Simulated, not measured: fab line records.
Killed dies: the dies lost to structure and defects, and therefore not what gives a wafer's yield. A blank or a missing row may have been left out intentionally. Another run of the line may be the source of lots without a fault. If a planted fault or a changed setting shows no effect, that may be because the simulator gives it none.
Which of the tools did it? + flow nand_harc + 24 lots with 72 wafers sampled at 2 steps, on a route of 1159 steps

== WHAT THE GAUGES READ, wafer by wafer ==
NHARC_P_CONTACT_INSPECT_27.
| lot  | measured     | on                | raw_defect_count |
|------|--------------|-------------------|------------------|
| L075 | day 6 04:44  | defect_inspect-02 | 246 117 157      |
| L074 | day 6 05:15  | defect_inspect-02 | 188 220 200      |
| L077 | day 6 14:34  | defect_inspect-02 | 208 245 267      |
| L076 | day 6 15:06  | defect_inspect-01 | 373 287 263      |
| L078 | day 6 15:23  | defect_inspect-02 | 296 113 209      |
| L079 | day 7 02:02  | defect_inspect-02 | 290 205 347      |
| L080 | day 7 09:53  | defect_inspect-01 | 444 422 371      |
| L081 | day 7 10:24  | defect_inspect-01 | 105 125 275      |
| L082 | day 7 22:17  | defect_inspect-02 | 201 225 295      |
| L084 | day 8 04:42  | defect_inspect-01 | 413 800 457      |
| L083 | day 8 15:18  | defect_inspect-01 | 205 274 340      |
| L087 | day 9 01:50  | defect_inspect-01 | 135 234 186      |
| L088 | day 9 01:43  | defect_inspect-02 | 373 603 284      |
| L086 | day 9 02:16  | defect_inspect-02 | 244 158 205      |
| L085 | day 9 02:59  | defect_inspect-02 | 343 340 263      |
| L089 | day 10 00:38 | defect_inspect-01 | 324 417 570      |
| L090 | day 10 01:10 | defect_inspect-02 | 297 294 282      |
| L091 | day 10 01:49 | defect_inspect-02 | 229 452 392      |
| L093 | day 10 08:40 | defect_inspect-01 | 253 300 115      |
| L092 | day 10 09:27 | defect_inspect-02 | 203 180 305      |
| L094 | day 10 16:29 | defect_inspect-01 | 422 498 225      |
| L095 | day 10 21:49 | defect_inspect-01 | 336 363 135      |
| L096 | day 11 07:49 | defect_inspect-01 | 129 195 137      |
| L097 | day 11 11:52 | defect_inspect-02 | 290 264 147      |

== WHAT TOOL EACH LOT RAN ON (gives the tool, then ch and the chambers of the sampled wafers, and finally the start) ==
| lot  | NHARC_P_CONTACT_CVD_23                   |
|------|------------------------------------------|
| L075 | cvd_w-02 ch 0,1, day 6 04:44 or earlier  |
| L074 | cvd_w-02 ch 0,1, day 6 05:15 or earlier  |
| L077 | cvd_w-02 ch 0,1, day 6 14:34 or earlier  |
| L076 | cvd_w-02 ch 0,1, day 6 15:06 or earlier  |
| L078 | cvd_w-01 ch 0,1, day 6 15:23 or earlier  |
| L079 | cvd_w-01 ch 0,1, day 7 02:02 or earlier  |
| L080 | cvd_w-02 ch 0,1, day 7 09:53 or earlier  |
| L081 | cvd_w-02 ch 0,1, day 7 10:24 or earlier  |
| L082 | cvd_w-01 ch 0, day 7 22:17 or earlier    |
| L084 | cvd_w-02 ch 0, day 8 04:42 or earlier    |
| L083 | cvd_w-02 ch 0,1, day 8 15:18 or earlier  |
| L087 | cvd_w-02 ch 1, day 9 01:50 or earlier    |
| L088 | cvd_w-01 ch 0,1, day 9 01:43 or earlier  |
| L086 | cvd_w-01 ch 0,1, day 9 02:16 or earlier  |
| L085 | cvd_w-01 ch 0,1, day 9 02:59 or earlier  |
| L089 | cvd_w-01 ch 0,1, day 10 00:38 or earlier |
| L090 | cvd_w-01 ch 0,1, day 10 01:10 or earlier |
| L091 | cvd_w-02 ch 0,1, day 10 01:49 or earlier |
| L093 | cvd_w-01 ch 0,1, day 10 08:40 or earlier |
| L092 | cvd_w-02 ch 0,1, day 10 09:27 or earlier |
| L094 | cvd_w-01 ch 0,1, day 10 16:29 or earlier |
| L095 | cvd_w-02 ch 0, day 10 21:49 or earlier   |
| L096 | cvd_w-01 ch 0,1, day 11 07:49 or earlier |
| L097 | cvd_w-01 ch 0,1, day 11 11:52 or earlier |
- NHARC_P_CONTACT_CVD_23: deposits W, target thk 200 nm, time 557 s.

== AS READ BY THE TOOLS THEMSELVES (means over the sampled wafers that have a number; for cases with no such wafer, the mark the record gives instead) ==
NHARC_P_CONTACT_CVD_23.
| lot  | tool     | heater_power_w (W) | mfc_h2_sccm (sccm) | throttle_valve_pct (%) |
|------|----------|--------------------|--------------------|------------------------|
| L075 | cvd_w-02 | 444                | 1596               | 7.76                   |
| L074 | cvd_w-02 | 459                | 1600               | 7.64                   |
| L077 | cvd_w-02 | 472                | 1595               | 7.87                   |
| L076 | cvd_w-02 | 447                | 1600               | 7.70                   |
| L078 | cvd_w-01 | 538                | 1592               | 7.86                   |
| L079 | cvd_w-01 | 561                | 1598               | 7.87                   |
| L080 | cvd_w-02 | 447                | 1600               | 7.85                   |
| L081 | cvd_w-02 | 445                | 1594               | 7.93                   |
| L082 | cvd_w-01 | 571                | 1596               | 7.94                   |
| L084 | cvd_w-02 | 475                | 1600               | 7.78                   |
| L083 | cvd_w-02 | 446                | 1602               | 7.75                   |
| L087 | cvd_w-02 | 436                | 1600               | 7.86                   |
| L088 | cvd_w-01 | 562                | 1602               | 7.95                   |
| L086 | cvd_w-01 | 555                | 1603               | 7.75                   |
| L085 | cvd_w-01 | 555                | 1601               | 7.81                   |
| L089 | cvd_w-01 | 567                | 1598               | 7.72                   |
| L090 | cvd_w-01 | 548                | 1600               | 7.93                   |
| L091 | cvd_w-02 | 441                | 1598               | 7.71                   |
| L093 | cvd_w-01 | 564                | 1602               | 7.89                   |
| L092 | cvd_w-02 | 453                | 1602               | 7.81                   |
| L094 | cvd_w-01 | 547                | 1599               | 7.89                   |
| L095 | cvd_w-02 | 471                | 1608               | 7.93                   |
| L096 | cvd_w-01 | 549                | 1602               | 7.96                   |
| L097 | cvd_w-01 | 555                | 1593               | 7.77                   |

== THE ANSWER, worked out from the rows above alone ==
Rule: usual is defined by the lots themselves. The widest of any qualifying gaps counts: lots, ordered by their means at a reading, are off when they make up no more than a third of the lots, leave a main group of 4 or more, and stand apart from it by 3 or more times the standard deviation of that group's means. The tables above print the reading to a certain number of digits; a main group whose means all agree to those digits is not used. A lot without any number at a reading at which 4 lots or more have one is off too. Any other lot the step has rows for is counted as sound. After the gauges, taken in route order, come the tools' own readings; for these a lot's mean is taken, as printed above. At the first step where some lot is off, the reading lying furthest off is the one used; lots without a number count as furthest.
Nothing can be told from this: no lot is off at any reading shown.

== WHAT HAD BEEN PUT IN BY THE SIMULATOR ==
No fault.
